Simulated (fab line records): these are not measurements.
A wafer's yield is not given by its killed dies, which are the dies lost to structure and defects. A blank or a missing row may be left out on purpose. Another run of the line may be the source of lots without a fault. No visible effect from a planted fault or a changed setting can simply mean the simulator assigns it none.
Matching of chambers || flow n5-finfet || 4 sister chambers for N5_SDB_CUT_ETCH_26 on rie-si-05
The step etches Si in HBr/Cl2/O2, target depth 129.6 nm, bt time 20 s, time 51.8 s. 4 wafers are shown with their chamber, then 8 later ones without.

== WAFERS WITH THEIR CHAMBER ==
{"wafer": "L091.1", "chamber": 3, "throttle-valve-pct (%)": 37.13}
{"wafer": "L091.2", "chamber": 0, "throttle-valve-pct (%)": 37.35}
{"wafer": "L091.4", "chamber": 2, "throttle-valve-pct (%)": 37.50}
{"wafer": "L076.2", "chamber": 1, "throttle-valve-pct (%)": 37.58}

== WAFERS WITHOUT THEIR CHAMBER ==
{"wafer": "L076.3", "throttle-valve-pct (%)": 37.16}
{"wafer": "L076.5", "throttle-valve-pct (%)": 37.51}
{"wafer": "L097.1", "throttle-valve-pct (%)": 37.49}
{"wafer": "L097.3", "throttle-valve-pct (%)": 37.57}
{"wafer": "L097.6", "throttle-valve-pct (%)": 37.50}
{"wafer": "L096.1", "throttle-valve-pct (%)": 37.49}
{"wafer": "L096.3", "throttle-valve-pct (%)": 37.35}
{"wafer": "L096.4", "throttle-valve-pct (%)": 37.58}

== WHICH CHAMBER EACH ONE RAN IN ==
{"wafer": "L076.3", "from the rows above": 3, "in truth": 3}
{"wafer": "L076.5", "from the rows above": 2, "in truth": 2}
{"wafer": "L097.1", "from the rows above": 2, "in truth": 2}
{"wafer": "L097.3", "from the rows above": 1, "in truth": 1}
{"wafer": "L097.6", "from the rows above": 2, "in truth": 2}
{"wafer": "L096.1", "from the rows above": 2, "in truth": 2}
{"wafer": "L096.3", "from the rows above": 0, "in truth": 0}
{"wafer": "L096.4", "from the rows above": 1, "in truth": 1}
Correctly placed: 8 of 8. From these rows, 0 cannot be placed. Number placed wrongly: 0.
How it was worked out, from the rows above alone: a wafer's distance from a chamber is the root of the sum, over the readings, of the square of ((its reading less the chamber's mean) divided by the reading's scatter). If the next closest chamber is less than 2 further off than the closest, the wafer can't be placed; otherwise it belongs to the closest. For every chamber, the mean is computed from those of its wafers that are shown. The scatter: root of mean squared gap, hidden wafer to nearest shown wafer, with one shown wafer a chamber.
